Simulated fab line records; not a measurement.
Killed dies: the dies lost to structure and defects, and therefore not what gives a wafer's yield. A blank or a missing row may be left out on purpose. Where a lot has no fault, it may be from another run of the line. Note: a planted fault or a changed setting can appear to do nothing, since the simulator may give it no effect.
Chamber matching :: flow n5-finfet :: ald-metal-04 running N5_BEOL_M7_ALD_77: 4 sister chambers
The step deposits TaN, target thk 2 nm, pulse time 2 s, purge time 3 s. 16 wafers are shown with their chamber, then 8 later ones without.

== WAFERS, EACH WITH ITS CHAMBER ==
wafer: L074.2
chamber: 3
heater-power-w (W): 427

wafer: L074.5
chamber: 1
heater-power-w (W): 442

wafer: L074.6
chamber: 0
heater-power-w (W): 369

wafer: L075.2
chamber: 3
heater-power-w (W): 433

wafer: L075.3
chamber: 2
heater-power-w (W): 366

wafer: L075.4
chamber: 0
heater-power-w (W): 363

wafer: L079.3
chamber: 1
heater-power-w (W): 433

wafer: L079.5
chamber: 3
heater-power-w (W): 429

wafer: L079.6
chamber: 1
heater-power-w (W): 442

wafer: L080.3
chamber: 2
heater-power-w (W): 366

wafer: L080.5
chamber: 1
heater-power-w (W): 441

wafer: L080.6
chamber: 0
heater-power-w (W): 370

wafer: L083.1
chamber: 1
heater-power-w (W): 438

wafer: L083.4
chamber: 2
heater-power-w (W): 370

wafer: L083.6
chamber: 3
heater-power-w (W): 434

wafer: L090.1
chamber: 3
heater-power-w (W): 433

SIGNATURES (means of the wafers above)
reading: heater-power-w
chamber 0: 367.33
chamber 1: 439.20
chamber 2: 367.33
chamber 3: 431.20
scatter within a chamber: 3.35
Rule: a wafer lies at a distance from a chamber equal to the root of the sum of squares, over the readings, of (its reading less the chamber's mean, divided by the reading's scatter). The wafer belongs to the nearest chamber; if the next one is less than 2 further off, it can't be placed. The scatter: the root of (the sum of the squares of (reading less its chamber's mean) over the shown wafers, divided by (wafers less chambers)).

== WAFERS WHOSE CHAMBER IS MISSING ==
wafer: L090.4
heater-power-w (W): 370

wafer: L090.5
heater-power-w (W): 443

wafer: L096.1
heater-power-w (W): 363

wafer: L096.2
heater-power-w (W): 443

wafer: L096.3
heater-power-w (W): 434

wafer: L095.1
heater-power-w (W): 376

wafer: L095.2
heater-power-w (W): 379

wafer: L095.4
heater-power-w (W): 448

== EACH ONE'S CHAMBER ==
wafer: L090.4
from the rows above: can't be placed: 0 or 2
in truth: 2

wafer: L090.5
from the rows above: 1
in truth: 1

wafer: L096.1
from the rows above: can't be placed: 0 or 2
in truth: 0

wafer: L096.2
from the rows above: 1
in truth: 1

wafer: L096.3
from the rows above: can't be placed: 3 or 1
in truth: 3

wafer: L095.1
from the rows above: can't be placed: 0 or 2
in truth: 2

wafer: L095.2
from the rows above: can't be placed: 0 or 2
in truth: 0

wafer: L095.4
from the rows above: 1
in truth: 1
Placed correctly: 3 of 8. Can't be placed from these rows: 5 (the true chamber is among the candidates in 5). 0 placed wrongly.
